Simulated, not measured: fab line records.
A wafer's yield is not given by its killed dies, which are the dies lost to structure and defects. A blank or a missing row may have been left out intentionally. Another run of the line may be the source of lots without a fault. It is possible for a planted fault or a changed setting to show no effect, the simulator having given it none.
Matching of chambers    flow n5Finfet    N5_GATE_CUT_CMP_61 on cmp-02: 4 sister chambers
The step polishes, stops on SiNx, t overpolish 3 s. 20 wafers are shown with their chamber, then 10 later ones without.

WAFERS, EACH WITH ITS CHAMBER
wafer   chamber  motorCurrentA (A)
L076.3  2        12.6
L076.4  3        14.2
L076.6  2        13.5
L077.3  1        11.4
L077.4  2        13.2
L077.6  2        12.7
L078.2  3        14.1
L078.4  0        11.9
L078.5  2        12.6
L079.3  1        11.5
L079.4  2        13.2
L079.6  1        11.4
L084.1  0        12.2
L084.5  1        11.1
L084.6  2        12.7
L085.2  1        11.7
L085.4  3        13.0
L085.6  0        12.5
L087.1  1        11.7
L087.2  0        12.6

SIGNATURES, as means of the wafers listed above
reading        chamber 0  chamber 1  chamber 2  chamber 3  scatter within a chamber
motorCurrentA  12.300     11.467     12.929     13.767     0.374
Rule: a wafer lies at a distance from a chamber equal to the root of the sum of squares, over the readings, of (its reading less the chamber's mean, divided by the reading's scatter). If the next closest chamber is less than 2 further off than the closest, the wafer can't be placed; otherwise it belongs to the closest. The scatter: take each reading less its chamber's mean, square it, sum over the shown wafers, divide by the number of wafers less the number of chambers, and take the root.

WAFERS WITH NO CHAMBER GIVEN
wafer   motorCurrentA (A)
L087.6  12.0
L092.2  13.8
L092.5  12.1
L092.6  11.5
L096.1  12.0
L096.2  12.7
L096.4  14.1
L097.4  13.8
L097.5  11.9
L097.6  11.7

CHAMBER TAKEN BY EACH
wafer   from the rows above           in truth
L087.6  can't be placed: 0 or 1 or 2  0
L092.2  3                             3
L092.5  can't be placed: 0 or 1 or 2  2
L092.6  1                             1
L096.1  can't be placed: 0 or 1 or 2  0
L096.2  can't be placed: 2 or 0       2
L096.4  3                             3
L097.4  3                             3
L097.5  can't be placed: 0 or 1 or 2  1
L097.6  can't be placed: 1 or 0       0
Correct placement for 4 of the 10. From these rows, 6 cannot be placed; in 6 the true chamber is one of the candidates. Placed wrongly: 0.
